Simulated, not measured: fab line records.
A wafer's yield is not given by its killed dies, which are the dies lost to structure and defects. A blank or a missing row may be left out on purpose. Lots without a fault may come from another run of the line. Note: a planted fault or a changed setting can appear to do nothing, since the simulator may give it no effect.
8D (eight disciplines) problem report, filled in by code / flow nandHarc / the parts of the form that need people (team, actions taken, sign-off) are left out

== 1. WHAT IS WRONG ==
Wafers without a fault read 45.4 s, standard deviation 0.32; runLengthS at NHARC_A_WL_FILL_ETCHBACK_16 reads a mean of 75.8 s on 6 wafers belonging to 2 lots. Relative to the usual mean, that is a shift of +95 standard deviations.
The step: etches the open film in C4F8/O2/Ar, target depth 120 nm, time 24 s.
Seen first at day 23 09:39 on rieDiel-13, wafer L802.3. At this step, 39 wafers from 13 lots have a number in the record. The rule behind "out" and "out of limits": a value lying over 4 standard deviations away from the usual mean. Any other wafer with a number is counted as sound.

== 2. WHAT THIS IS AND IS NOT ==
question=which readings at this step | is=runLengthS | is not=oesProductAu, rfVppV
question=which lots | is=L802, L803 | is not=L796, L797, L798, L804, L809, L811, L812, L813, L814, L815, L818
question=which wafers of those lots | is=all that have a number | is not=-
question=read on which tools | is=rieDiel-13 | is not=rieDiel-09, rieDiel-12
question=when | is=from day 23 09:39 | is not=up to then (9 sound wafers); but 24 sound wafers of L804, L809, L811, L812, L813, L814, L815, L818 came after

== 3. THE SUSPECTS, EACH WITH WHAT RULES IT OUT ==
Counting: a tool stays on the suspect list if, at a process step up to the reading, it processed all lots that are out and no sound lot following the first of them.
- rieDiel-13 at NHARC_A_WL_FILL_ETCHBACK_16 (etches the open film in C4F8/O2/Ar, target depth 120 nm, time 24 s): ruled out as a lasting fault. The sound lots L813, L811, L812, L818 went through it after L802, its earliest lot that is out (day 23 09:39).
Left after counting: nothing in the record.

== 4. THE CAUSE (what the simulator had put in) ==
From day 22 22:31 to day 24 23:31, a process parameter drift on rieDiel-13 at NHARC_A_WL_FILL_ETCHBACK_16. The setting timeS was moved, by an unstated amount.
Counting ruled it out, wrongly.

== 5. SEQUENCE OF EFFECTS, ordered by route ==
Each row: a reading where the mean over the struck wafers with a number is more than 3 standard deviations away from the usual. Only readings for which the record gives a usual standard deviation are gone through. hours: the time from each lot's start at the first step in this table that gives one to its start at this step, as a median over the lots. sigmas: the change in usual standard deviations.
hours=0; step=NHARC_A_WL_FILL_ETCHBACK_16; reading=runLengthS; usual=45.4 s; on struck wafers=75.8; change=+30.4; sigmas=+95
Its process steps:
- NHARC_A_WL_FILL_ETCHBACK_16: etches the open film in C4F8/O2/Ar, target depth 120 nm, time 24 s.

== 6. WHAT WOULD HAVE CAUGHT IT SOONER ==
In this record no reading fell out of limits until day 23 09:39, 11 hours after the fault had begun at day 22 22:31.
